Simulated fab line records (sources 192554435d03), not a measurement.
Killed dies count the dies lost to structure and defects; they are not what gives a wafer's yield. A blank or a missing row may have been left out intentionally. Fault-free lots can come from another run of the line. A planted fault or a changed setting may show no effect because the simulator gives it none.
A struck lot beside a sound one -- flow n5Finfet -- 37 out of 1938 route steps
Sound: the wafers L152.1, L152.2, L152.4. Struck: wafer L160.3 (left out: L160.1, a lot-mate that was not struck); the cause follows at the end.
For every step that has rows: the tool of each side, followed by ch and its chambers, followed by its first start. Under that, the readings that differ: sound wafers -- struck wafers -- difference of the means -- sigmas: that difference in standard deviations of wafers without a fault.
alike: readings with means less than 2 such deviations apart, plus words and numbers identical on both sides. not compared: withheld readings, readings lacking a value on some wafer, bounds such as >300 that could conceal the same value, and numbers that have no deviation in the record and whose values overlap.
Wherever a step has rows on one side only, a row that says differs or no value, or a row with sigmas, the two part there. When numbers do not overlap yet have no deviation, they are printed without sigmas and do not part them. Lack of a reading on every wafer of one side parts them only where that side has two or more wafers.

first, 9 steps without rows for these wafers: N5_BEOL_M4_ANNEAL_95 (time 240 s); N5_BEOL_M4_SPUTTER_96 (material Cu, target thk 4.5 nm, time 8.29 s); N5_BEOL_M4_ECD_50 (material Cu, target thk 300 nm); N5_BEOL_M4_ANNEAL_51 (time 90 s); N5_BEOL_M4_CMP_52 (polishes, stops on SiOC, t overpolish 6.8 s, target thk 40 nm); N5_BEOL_M4_PRE_CLEAN_60 (time 15 s); N5_BEOL_M4_CO_CAP_55 (material Co, precursor CCTBA/H2, target thk 2 nm, time 102.1 s); N5_BEOL_M4_PRE_CLEAN_56 (time 15 s); N5_BEOL_M4_DEP_57 (deposits SiCN from 3MS/NH3, target thk 8 nm, time 14 s).
N5_BEOL_M4_RC_MEAS_101:
  sound on prober-02 ch 0, day 12 11:29; struck on prober-02 ch 0, day 14 07:17
  alike: DIBL_N, DIBL_P, IOFF_N, IOFF_P, ION_N, ION_P, SS_N, SS_P, VT_N, VT_P
then, 24 steps without rows for these wafers: N5_BEOL_M5_ILD_DEP_00 (deposits SiCOH lowk from DEMS/porogen, target thk 140.64 nm, time 25.9 s); N5_BEOL_M5_CURE_79 (cures SiCOH lowk, time 240 s); N5_BEOL_M5_PECVD_70 (deposits SiO2 from TEOS/O2, target thk 16 nm, time 18 s); N5_BEOL_M5_HM_DEP_02 (deposits TiN, target thk 20 nm); N5_BEOL_M5_COAT_59 (time 60 s, resist thk 60 nm); N5_BEOL_M5_COAT_60 (time 60 s, resist thk 12 nm); N5_BEOL_M5_COAT_71 (time 60 s, resist thk 5 nm); N5_BEOL_M5_COAT_05 (resist thk 30 nm); N5_BEOL_M5_EBR_07; N5_BEOL_M5_SOFTBAKE_06 (time 60 s); N5_BEOL_M5_EXPOSE_08 (exposes mask M5, target cd 28 nm); N5_BEOL_M5_PEB_09 (peb time 60 s); N5_BEOL_M5_DEVELOP_10 (develop time 30 s); N5_BEOL_M5_DESCUM_16 (chemistry O2, time 7 s); N5_BEOL_M5_ETCH_72 (etches underlayer in N2/H2, target depth 6.5 nm, time 5.2 s); N5_BEOL_M5_ETCH_61 (etches SiARC in CF4, target depth 15.6 nm, time 26 s); N5_BEOL_M5_ETCH_62 (etches SOC in N2/H2, target depth 75 nm, overetch 15 nm, time 112.5 s); N5_BEOL_M5_STRIP_63 (strips in N2/H2); N5_BEOL_M5_STRIP_73 (strips in N2/H2); N5_BEOL_M5_STRIP_64 (strips in CF4); N5_BEOL_M5_HM_OPEN_17 (chemistry Cl2/BCl3, target TiN, target depth 20 nm, overetch 6 nm); N5_BEOL_M5_STRIP_19 (strips in O2); N5_BEOL_M5_COAT_65 (time 60 s, resist thk 60 nm); N5_BEOL_M5_COAT_66 (time 60 s, resist thk 12 nm).
N5_BEOL_M5_ETCH_68: etches SOC in N2/H2, target depth 80 nm, overetch 16 nm, time 120 s.
  sound on rieDiel-01 ch 0,1,2, day 12 16:01; struck on rieDiel-01 ch 1, day 14 11:43
reading,sound,struck,difference,sigmas
chamberPressureMTorr (mTorr),29.951 29.978 29.985,30.030,+0.059,+2
rfHoursCounterH (h),174 122 46,188,+74,
model.etch.depthNm (nm),60.11 59.87 59.98,48.54,-11.45,
model.SiARC_of_BEOL_M5_COAT_66.thkNm (nm),6.4 6.4 6,9.2,+2.9,
model.BEOL_M5.cdNm (nm),27.8 28.2 27.8,27.4,-0.5,
  alike: biasW, drypumpMotorCurrentA, oesProductAu, rfVppV, showerheadPlenumPTorr, throttleValvePct
N5_BEOL_M5_VIA_ETCH_34: etches SiCOH lowk in C4F6/O2, target depth 88.3 nm, time 39.2 s.
  sound on rieDiel-01 ch 0,1,2, day 12 16:07; struck on rieDiel-01 ch 1, day 14 11:49
reading,sound,struck,difference,sigmas
rfHoursCounterH (h),174 122 46,188,+74,
  alike: C4F6_flow_sccm, biasW, chamberPressureMTorr, drypumpMotorCurrentA, oesProductAu, rfVppV, showerheadPlenumPTorr, throttleValvePct
  not compared: model.BEOL_M5.cdNm
-- record jumps: 4 days separate the struck wafers' starts on either side; left off in module BEOL_M5, taken up again in module PASSIVATION, whose first shown step is the route's number 1936 --
N5_PASSIVATION_PROBE_49:
  only the struck wafers here have rows in the record (prober-01, day 18 17:59); the sound ones have none

## WHERE THEY PART
Last at N5_PASSIVATION_PROBE_49 as far as this record goes, first at N5_BEOL_M5_ETCH_68.

WHY: whatever the simulator had introduced
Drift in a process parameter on rieDiel-01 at N5_BEOL_M5_ETCH_68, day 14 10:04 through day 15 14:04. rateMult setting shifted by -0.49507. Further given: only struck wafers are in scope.
